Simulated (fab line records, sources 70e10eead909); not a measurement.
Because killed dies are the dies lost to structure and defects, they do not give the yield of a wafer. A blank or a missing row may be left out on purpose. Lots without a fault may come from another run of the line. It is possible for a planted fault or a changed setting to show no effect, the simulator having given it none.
Chamber matching / flow nandHarc / NHARC_A_CHANNEL_FILL_D1_ALD_25 on aldHk-01 has 4 sister chambers
The step deposits SiOx, target thk 60 nm, pulse time 10 s, ald cycles 600. 4 wafers are shown with their chamber, then 8 later ones without.

## WAFERS WITH THEIR CHAMBER
wafer=L082.5; chamber=0; heaterPowerW (W)=514
wafer=L086.2; chamber=3; heaterPowerW (W)=468
wafer=L086.5; chamber=1; heaterPowerW (W)=435
wafer=L088.3; chamber=2; heaterPowerW (W)=458

## WAFERS WITH NO CHAMBER GIVEN
wafer=L088.1; heaterPowerW (W)=514
wafer=L088.6; heaterPowerW (W)=471
wafer=L092.2; heaterPowerW (W)=429
wafer=L092.4; heaterPowerW (W)=514
wafer=L092.6; heaterPowerW (W)=480
wafer=L095.1; heaterPowerW (W)=470
wafer=L095.3; heaterPowerW (W)=432
wafer=L095.6; heaterPowerW (W)=446

## WHICH CHAMBER EACH ONE RAN IN
wafer=L088.1; from the rows above=0; in truth=0
wafer=L088.6; from the rows above=can't be placed: 3 or 2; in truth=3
wafer=L092.2; from the rows above=1; in truth=1
wafer=L092.4; from the rows above=0; in truth=0
wafer=L092.6; from the rows above=can't be placed: 3 or 2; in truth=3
wafer=L095.1; from the rows above=can't be placed: 3 or 2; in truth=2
wafer=L095.3; from the rows above=1; in truth=1
wafer=L095.6; from the rows above=can't be placed: 1 or 2 or 3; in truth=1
Correct placement for 4 of the 8. Unplaceable from these rows: 4, with the true chamber sitting among the candidates in 4. Wrongly placed: 0.
How it was worked out, from the rows above alone: a wafer's distance from a chamber is the root of the sum, over the readings, of the square of ((its reading less the chamber's mean) divided by the reading's scatter). If the next closest chamber is less than 2 further off than the closest, the wafer can't be placed; otherwise it belongs to the closest. Each chamber's mean is taken over the wafers shown for it. The scatter (one wafer shown for each chamber): square how far every hidden wafer sits from the nearest shown wafer, average those squares and take the square root.
